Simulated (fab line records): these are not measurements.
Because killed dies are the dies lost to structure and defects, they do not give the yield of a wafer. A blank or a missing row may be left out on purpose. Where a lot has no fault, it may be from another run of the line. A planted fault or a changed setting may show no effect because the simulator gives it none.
fab line records | flow nandHarc
record: lots: 5 | wafers: 15 | lastDay: 34
route steps=1302 shown P_GATE@126
lots untouched by any fault: they come from a run of this same line in which no faults occurred
startH: the number of hours between the record's first day and the start of the first shown wafer of the lot | waitH: hours since the lot's step before | " repeats the value in the row above | L1.1+2: several wafers, shown together as one row | - value missing, or start not given | * or withheld: withheld | < > ~ a bound
route shown NAME@n: a module of which the file shows steps, and the number in the route of the first | usual: the fault-free wafers' mean and standard deviation | same: alike in all rows | chamber/n: place in a boat | sites: readings site by site | _std_site: the values' standard deviation | _edge_site: mean of outer sites minus mean of inner sites | radiusMm: how far each site lies from the wafer's centre | mask NAME#n: copy n | behind: the most recent tool/chamber to have shaped the wafer | hold: the reason the lot was held/the length of the hold in hours/how it ended | device: whichever transistor did not switch (one of n, p or np) | end of line: the route-end tests of the same wafers | a step without rows: its recipe alone | killed: not the wafer's yield, but the dies lost to structure and defects at the first sort | map: shows each die of a wafer: x if killed, . if not, _ if none is there
set.NAME: the setting that was run; set.NAME@STEP: the one run at that earlier step | model.NAME: the simulator's own value behind a step, which no gauge read
a table for each step, a row for each wafer; lots at some steps of the route
services: from which hour (startH, from the record's first day; less than 0 if before it) a tool's chamber was out of use, for how many hours, and why
== steps ==
step: NHARC_P_GATE_STRIP_15
recipe: timeS: 780 | tempC: 130 | chemistry: SPM
step: NHARC_P_GATE_PRECLEAN_71
recipe: timeS: * | tempC: 50 | bathAgeMin: 0 | chemistry: SC1
step: NHARC_P_GATE_SRD_72
step: NHARC_P_GATE_OXIDE_16
recipe: targetThkA: 30 | tempC: 875 | oxTimeS: 392 | material: SiO2
step: NHARC_P_GATE_CVD_17
recipe: targetThkA: 1500 | tempC: 620 | timeS: 900 | material: poly-Si
step: NHARC_P_GATE_HM_DEP_102
recipe: targetThkA: 1200 | tempC: 400 | material: aC
usual: throttleValvePct: 35.000/0.0093
lot.wafer | tool      | chamber | startH | waitH | throttleValvePct
L934.1    | aclDep-03 | 0       | 140.62 | 2.0   | 34.994
L934.2    | "         | 0       | "      | "     | 34.996
L934.4    | "         | 0       | "      | "     | 35.000
L935.1    | aclDep-02 | 0       | 144.65 | 0.4   | 34.991
L935.3    | "         | 0       | "      | "     | 35.010
L935.6    | "         | 0       | "      | "     | 34.984
L949.3    | aclDep-02 | 0       | 286.51 | 2.2   | 34.999
L949.5    | "         | 0       | "      | "     | 34.987
L949.6    | "         | 0       | "      | "     | 35.001
L952.3    | aclDep-03 | 0       | 319.00 | 3.9   | 35.003
L952.4    | "         | 0       | "      | "     | 35.008
L952.5    | "         | 0       | "      | "     | 35.006
L953.1    | aclDep-03 | 0       | 321.40 | 0.4   | 35.023
L953.3    | "         | 0       | "      | "     | 35.004
L953.4    | "         | 0       | "      | "     | 35.018
step: NHARC_P_GATE_DEP_103
recipe: targetThkA: 300 | targetThkNm: 30 | tempC: 400 | flowSccm: 200 | rfW: 350 | material: SiON
usual: heaterPowerW: 703/82
lot.wafer | tool     | chamber | startH | waitH | heaterPowerW | sinceWetCleanH
L934.1    | pecvd-04 | 0       | 141.31 | 0.6   | 760          | 40
L934.2    | "        | 1       | "      | "     | 632          | 40
L934.4    | "        | 1       | "      | "     | 615          | -
L935.3    | pecvd-02 | 0       | 145.32 | 0.3   | 673          | 86
L935.1    | "        | 2       | "      | "     | 656          | 86
L935.6    | "        | 2       | "      | "     | 658          | -
L949.3    | pecvd-04 | 0       | 286.96 | 0.3   | 746          | 5
L949.5    | "        | 1       | "      | "     | 751          | -
L949.6    | "        | 2       | "      | "     | 680          | -
L952.3    | pecvd-02 | 1       | 319.48 | 0.4   | 819          | 79
L952.4    | "        | 0       | "      | "     | 623          | -
L952.5    | "        | 2       | "      | "     | 680          | -
L953.3    | pecvd-03 | 2       | 322.06 | 0.3   | 789          | 124
L953.1    | "        | 1       | "      | "     | 733          | 124
L953.4    | "        | 1       | "      | "     | 730          | -
step: NHARC_P_GATE_DEHYDRATE_18
recipe: tempC: 150 | timeS: 120
step: NHARC_P_GATE_HMDS_19
recipe: timeS: 30
step: NHARC_P_GATE_COAT_20
recipe: spinRpm: 1500 | resistThkNm: 90
step: NHARC_P_GATE_SOFTBAKE_21
recipe: tempC: 105 | timeS: 55
step: NHARC_P_GATE_EBR_22
step: NHARC_P_GATE_EXPOSE_23
recipe: na: 1.35 | targetCdNm: 120 | doseMj: 93.91 | maskId: P_GATE
usual: reticleTempC: 22.99/0.11
lot.wafer | tool           | chamber | startH | waitH | mask        | reticleTempC
L934.1    | arfiScanner-03 | 0       | 141.82 | -     | P_GATE_R1#0 | 23.04
L934.2    | "              | 0       | "      | "     | P_GATE_R1#0 | 22.91
L934.4    | "              | 0       | "      | "     | P_GATE_R1#0 | 22.90
L935.1    | arfiScanner-03 | 0       | 145.73 | -     | P_GATE#0    | 23.02
L935.3    | "              | 0       | "      | "     | P_GATE#0    | 23.05
L935.6    | "              | 0       | "      | "     | P_GATE#0    | 23.16
L949.3    | arfiScanner-02 | 0       | 287.51 | -     | P_GATE#0    | 23.00
L949.5    | "              | 0       | "      | "     | P_GATE#0    | 23.13
L949.6    | "              | 0       | "      | "     | P_GATE#0    | 23.04
L952.3    | arfiScanner-02 | 0       | 320.00 | -     | P_GATE#0    | 23.01
L952.4    | "              | 0       | "      | "     | P_GATE#0    | 22.81
L952.5    | "              | 0       | "      | "     | P_GATE#0    | 22.93
L953.1    | arfiScanner-01 | 0       | 322.60 | -     | P_GATE#0    | 22.98
L953.3    | "              | 0       | "      | "     | P_GATE#0    | 22.93
L953.4    | "              | 0       | "      | "     | P_GATE#0    | 23.13
step: NHARC_P_GATE_PEB_24
recipe: pebTempC: 100 | pebTimeS: 65
step: NHARC_P_GATE_DEVELOP_25
recipe: developTimeS: 35 | devTempC: 23
step: NHARC_P_GATE_CD_MEAS_26
recipe: targetCdNm: 120 | landingEnergyEv: 500
usual: cdNm: 120.0/0.78
lot.wafer | tool     | chamber | startH | waitH | cdNm
L934.1    | cdSem-03 | 0       | 141.96 | -     | 117.8
L934.2    | "        | 0       | "      | "     | 118.3
L934.4    | "        | 0       | "      | "     | 117.9
L935.1    | cdSem-03 | 0       | 145.87 | -     | 119.0
L935.3    | "        | 0       | "      | "     | 119.0
L935.6    | "        | 0       | "      | "     | 119.3
L949.3    | cdSem-02 | 0       | 287.64 | -     | 119.2
L949.5    | "        | 0       | "      | "     | 118.7
L949.6    | "        | 0       | "      | "     | 119.7
L952.3    | cdSem-02 | 0       | 320.14 | -     | 120.4
L952.4    | "        | 0       | "      | "     | 120.9
L952.5    | "        | 0       | "      | "     | 120.8
L953.1    | cdSem-02 | 0       | 322.74 | -     | 119.7
L953.3    | "        | 0       | "      | "     | 121.2
L953.4    | "        | 0       | "      | "     | 120.7
step: NHARC_P_GATE_OVL_MEAS_27
usual: overlayXNm: 0.1/0.81 | overlayYNm: 0.1/0.83
lot.wafer | tool       | chamber | startH | waitH | overlayXNm | overlayYNm
L934.1    | overlay-01 | -       | 142.05 | -     | -1.4       | 0.0
L934.2    | "          | -       | "      | "     | -1.3       | 0.4
L934.4    | "          | -       | "      | "     | -1.1       | 0.1
L935.1    | overlay-01 | -       | 145.96 | -     | 0.1        | -0.3
L935.3    | "          | -       | "      | "     | 0.6        | -0.3
L935.6    | "          | -       | "      | "     | -0.2       | -0.6
L949.3    | overlay-02 | -       | 287.73 | -     | 0.6        | -0.2
L949.5    | "          | -       | "      | "     | 0.5        | -0.3
L949.6    | "          | -       | "      | "     | 0.2        | -0.2
L952.3    | overlay-02 | -       | 320.23 | -     | -0.3       | -1.0
L952.4    | "          | -       | "      | "     | 0.2        | -1.1
L952.5    | "          | -       | "      | "     | 0.4        | -0.9
L953.1    | overlay-01 | -       | 322.82 | -     | -0.6       | -0.2
L953.3    | "          | -       | "      | "     | -0.4       | -0.2
L953.4    | "          | -       | "      | "     | -0.6       | -0.8
step: NHARC_P_GATE_INSPECT_28
usual: rawDefectCount: 6/3.4
lot.wafer | tool             | chamber | startH | waitH | rawDefectCount
L934.1    | defectInspect-02 | -       | 142.08 | 0.0   | 4
L934.2    | "                | -       | "      | "     | 3
L934.4    | "                | -       | "      | "     | 4
L935.1    | defectInspect-01 | -       | 146.00 | 0.0   | 10
L935.3    | "                | -       | "      | "     | 5
L935.6    | "                | -       | "      | "     | 7
L949.3    | defectInspect-01 | -       | 287.76 | 0.0   | 11
L949.5    | "                | -       | "      | "     | 15
L949.6    | "                | -       | "      | "     | 9
L952.3    | defectInspect-01 | -       | 320.26 | 0.0   | 3
L952.4    | "                | -       | "      | "     | 3
L952.5    | "                | -       | "      | "     | 3
L953.1    | defectInspect-01 | -       | 322.86 | 0.0   | 5
L953.3    | "                | -       | "      | "     | 12
L953.4    | "                | -       | "      | "     | 3
step: NHARC_P_GATE_DESCUM_31
recipe: timeS: 3 | o2FlowSccm: 200 | arFlowSccm: 0 | biasPowerW: 0 | chemistry: O2
usual: drypumpMotorCurrentA: 5.8/0.39 | oesProductAu: 1.001/0.0092 | rfVppV: 58.0/0.85 | showerheadPlenumPTorr: 1.94/0.088 | throttleValvePct: 11.310/0.0092
lot.wafer | tool       | chamber | startH | waitH | drypumpMotorCurrentA | oesProductAu | rfHoursCounterH | rfVppV | showerheadPlenumPTorr | throttleValvePct | model.P_GATE.cdNm
L934.4    | rieDiel-06 | 1       | 142.15 | 0.1   | 5.1                  | 1.012        | 0               | 58.3   | 1.93                  | 11.308           | 118.1
L934.1    | "          | 2       | "      | "     | 5.5                  | 1.019        | 0               | 57.7   | 1.79                  | 11.305           | 117.6
L934.2    | "          | 3       | "      | "     | 5.7                  | 1.017        | 0               | 57.6   | 2.02                  | 11.328           | 118.4
L935.1    | rieDiel-06 | 0       | 146.06 | 0.1   | 5.5                  | 0.995        | 0               | 58.7   | 1.96                  | 11.295           | 118.7
L935.3    | "          | 2       | "      | "     | 5.5                  | 1.009        | 0               | 57.3   | 1.79                  | 11.315           | 118.9
L935.6    | "          | 3       | "      | "     | 5.7                  | 1.008        | -               | 58.7   | 2.02                  | 11.319           | 118.9
L949.3    | rieDiel-06 | 3       | 287.83 | 0.1   | 5.7                  | 1.006        | 9               | 58.4   | 2.02                  | 11.307           | 119
L949.5    | "          | 2       | "      | "     | 5.5                  | 1.005        | -               | 57.0   | 1.79                  | 11.320           | 118.9
L949.6    | "          | 3       | "      | "     | 5.7                  | 1.002        | -               | 57.6   | 2.02                  | 11.295           | 119.3
L952.3    | rieDiel-05 | 0       | 320.34 | 0.1   | 6.1                  | 1.013        | 3               | 58.0   | 1.91                  | 11.317           | 120.2
L952.4    | "          | 1       | "      | "     | 6.0                  | 1.015        | 4               | 57.5   | 1.91                  | 11.321           | 120.6
L952.5    | "          | 2       | "      | "     | 5.5                  | 0.998        | -               | 58.4   | 1.86                  | 11.315           | 120.9
L953.3    | rieDiel-05 | 2       | 322.92 | 0.1   | 5.5                  | 1.006        | 3               | 59.1   | 1.86                  | 11.304           | 120.9
L953.1    | "          | 3       | "      | "     | 6.5                  | 1.006        | 3               | 58.1   | 2.06                  | 11.309           | 120
L953.4    | "          | 1       | "      | "     | 6.0                  | 1.010        | 4               | 57.9   | 1.91                  | 11.291           | 120.4
step: NHARC_P_GATE_ETCH_104
recipe: targetDepthA: 600 | timeS: withheld | cf4FlowSccm: 100 | chf3FlowSccm: 30 | arFlowSccm: 0 | rfW: 500 | biasW: 200 | chemistry: CF4/CHF3
usual: drypumpMotorCurrentA: 5.8/0.41 | oesProductAu: 0.953/0.019 | rfVppV: 371.2/2.4 | showerheadPlenumPTorr: 1.59/0.068 | throttleValvePct: 16.802/0.009
lot.wafer | tool       | chamber | startH | waitH | drypumpMotorCurrentA | oesProductAu | rfVppV | showerheadPlenumPTorr | throttleValvePct | model.P_GATE.cdNm
L934.4    | rieDiel-06 | 2       | 142.23 | 0.1   | 5.5                  | 0.984        | 367.6  | 1.48                  | 16.797           | 118.1
L934.1    | "          | 3       | "      | "     | 5.7                  | 0.991        | 372.8  | 1.66                  | 16.798           | 117.6
L934.2    | "          | 0       | "      | "     | 5.5                  | 0.959        | 370.3  | 1.61                  | 16.796           | 118.6
L935.3    | rieDiel-06 | 3       | 146.15 | 0.1   | 5.7                  | 0.969        | 373.5  | 1.66                  | 16.814           | 118.9
L935.1    | "          | 0       | "      | "     | 5.5                  | 0.955        | 372.7  | 1.61                  | 16.816           | 118.7
L935.6    | "          | 3       | "      | "     | 5.7                  | 0.984        | 374.3  | 1.66                  | 16.800           | 118.7
L949.3    | rieDiel-06 | 3       | 287.92 | 0.1   | 5.7                  | 0.940        | 373.4  | 1.65                  | 16.811           | 119.3
L949.5    | "          | 1       | "      | "     | 5.1                  | 0.938        | 371.2  | 1.58                  | 16.813           | 119.5
L949.6    | "          | 2       | "      | "     | 5.5                  | 0.929        | 366.8  | 1.48                  | 16.808           | 119.5
L952.3    | rieDiel-05 | 0       | 320.41 | 0.1   | 6.1                  | 0.970        | 369.5  | 1.57                  | 16.800           | 120.7
L952.4    | "          | 2       | "      | "     | 5.5                  | 0.952        | 369.4  | 1.53                  | 16.799           | 120.9
L952.5    | "          | 0       | "      | "     | 6.1                  | 0.957        | 370.8  | 1.57                  | 16.797           | 121.6
L953.1    | rieDiel-05 | 3       | 323.01 | 0.1   | 6.5                  | 0.970        | 375.2  | 1.69                  | 16.810           | 119.7
L953.4    | "          | 1       | "      | "     | 6.0                  | 0.987        | 369.9  | 1.57                  | 16.795           | 120.5
L953.3    | "          | 2       | "      | "     | 5.5                  | 0.961        | 369.6  | 1.53                  | 16.806           | 120.9
step: NHARC_P_GATE_HM_OPEN_105
recipe: targetDepthA: 3600 | o2FlowSccm: 400 | cosFlowSccm: 20 | arFlowSccm: 0 | rfW: 500 | biasW: 300 | chemistry: O2/COS
usual: drypumpMotorCurrentA: 5.8/0.42 | oesProductAu: 1.001/0.0094 | rfVppV: 468/3 | showerheadPlenumPTorr: 3.16/0.14 | throttleValvePct: 28.331/0.0096
lot.wafer | tool       | chamber | startH | waitH | drypumpMotorCurrentA | oesProductAu | rfHoursCounterH | rfVppV | showerheadPlenumPTorr | throttleValvePct
L934.4    | rieDiel-06 | 3       | -      | -     | 5.8                  | 1.010        | 0               | 470    | 3.29                  | 28.343
L934.2    | "          | 0       | "      | "     | 5.5                  | 0.992        | 0               | 469    | 3.19                  | 28.333
L934.1    | "          | 1       | "      | "     | 5.1                  | 1.000        | 0               | 469    | 3.14                  | 28.324
L935.3    | rieDiel-06 | 1       | -      | -     | 5.1                  | 0.992        | 0               | 468    | 3.14                  | 28.334
L935.1    | "          | 3       | "      | "     | 5.7                  | 1.019        | 0               | 471    | 3.29                  | 28.330
L935.6    | "          | 0       | "      | "     | 5.5                  | 0.988        | -               | 470    | 3.19                  | 28.324
L949.3    | rieDiel-06 | 1       | -      | -     | 5.1                  | 1.006        | 10              | 469    | 3.14                  | 28.318
L949.5    | "          | 1       | "      | "     | 5.1                  | 0.998        | -               | 467    | 3.14                  | 28.336
L949.6    | "          | 2       | "      | "     | 5.5                  | 1.002        | -               | 463    | 2.93                  | 28.327
L952.4    | rieDiel-05 | 2       | -      | -     | 5.5                  | 1.003        | 3               | 465    | 3.03                  | 28.340
L952.3    | "          | 0       | "      | "     | 6.1                  | 1.022        | 3               | 465    | 3.12                  | 28.306
L952.5    | "          | 2       | "      | "     | 5.5                  | 1.002        | -               | 463    | 3.03                  | 28.349
L953.4    | rieDiel-05 | 2       | -      | -     | 5.5                  | 1.010        | 3               | 465    | 3.03                  | 28.343
L953.3    | "          | 3       | "      | "     | 6.5                  | 0.999        | 3               | 471    | 3.34                  | 28.328
L953.1    | "          | 1       | "      | "     | 6.0                  | 1.006        | 4               | 466    | 3.12                  | 28.334
== services ==
tool           | chamber | startH | hours | kind
aclDep-03      | -       | 120.99 | 13.0  | pm
rieDiel-06     | -       | 124.93 | 0.1   | repair
rieDiel-06     | -       | 130.27 | 9.0   | pm
rieDiel-05     | 0       | 134.22 | 4.4   | repair
arfiScanner-02 | -       | 140.00 | 4.0   | pm
pecvd-02       | 2       | 149.74 | 5.4   | repair
rieDiel-05     | 2       | 155.74 | 2.8   | repair
pecvd-02       | 0       | 158.48 | 20.2  | repair
pecvd-04       | -       | 158.73 | 3.2   | repair
arfiScanner-03 | -       | 196.00 | 4.0   | pm
rieDiel-06     | 2       | 213.22 | 6.0   | repair
rieDiel-06     | 3       | 220.10 | 6.1   | repair
pecvd-02       | -       | 227.37 | 13.0  | pm
rieDiel-05     | -       | 229.66 | 9.0   | pm
pecvd-04       | 1       | 230.66 | 6.3   | repair
rieDiel-05     | 2       | 240.45 | 12.0  | repair
aclDep-02      | -       | 242.90 | 13.0  | pm
pecvd-04       | -       | 269.22 | 13.0  | pm
arfiScanner-02 | -       | 274.30 | 1.7   | repair
rieDiel-06     | 2       | 294.14 | 7.0   | repair
arfiScanner-03 | -       | 300.48 | 1.6   | repair
aclDep-03      | -       | 302.11 | 13.0  | pm
rieDiel-06     | -       | 307.27 | 9.0   | pm
arfiScanner-02 | -       | 312.00 | 4.0   | pm
== key ==
firstSign: step: NHARC_P_GATE_EXPOSE_23 | reading: mask | direction: changed
effect: step: NHARC_P_GATE_CD_MEAS_26 | reading: cdNm | direction: down | sigmas: 2.5 | usual: 120.0 | struck: 118.0
modelEffect: step: NHARC_P_GATE_DESCUM_31 | value: P_GATE.cdNm | without: 120.3 | struck: 118.1
modelEffect: step: NHARC_P_GATE_ETCH_104 | value: P_GATE.cdNm | without: 120.3 | struck: 118.1
metAt NHARC_P_GATE_EXPOSE_23
struckWafers L934.1,L934.2,L934.4
testerLeftOut L934
fault: kind: wrongMask | tool: any | chamber: - | onsetH: 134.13 | steps: NHARC_P_GATE_EXPOSE_23 | auxCopy: P_GATE_R1#0 | cdOffsetNm: -2.194 | scope: struckLotsOnly
testerLeftOut: of these lots the tester's yield and bins aren't shown, on N5 and GAA mostly nor the transistor test; their killed dies are dies lost to structure and defects alone, not to doping, threshold or leakage, so they don't give the yield
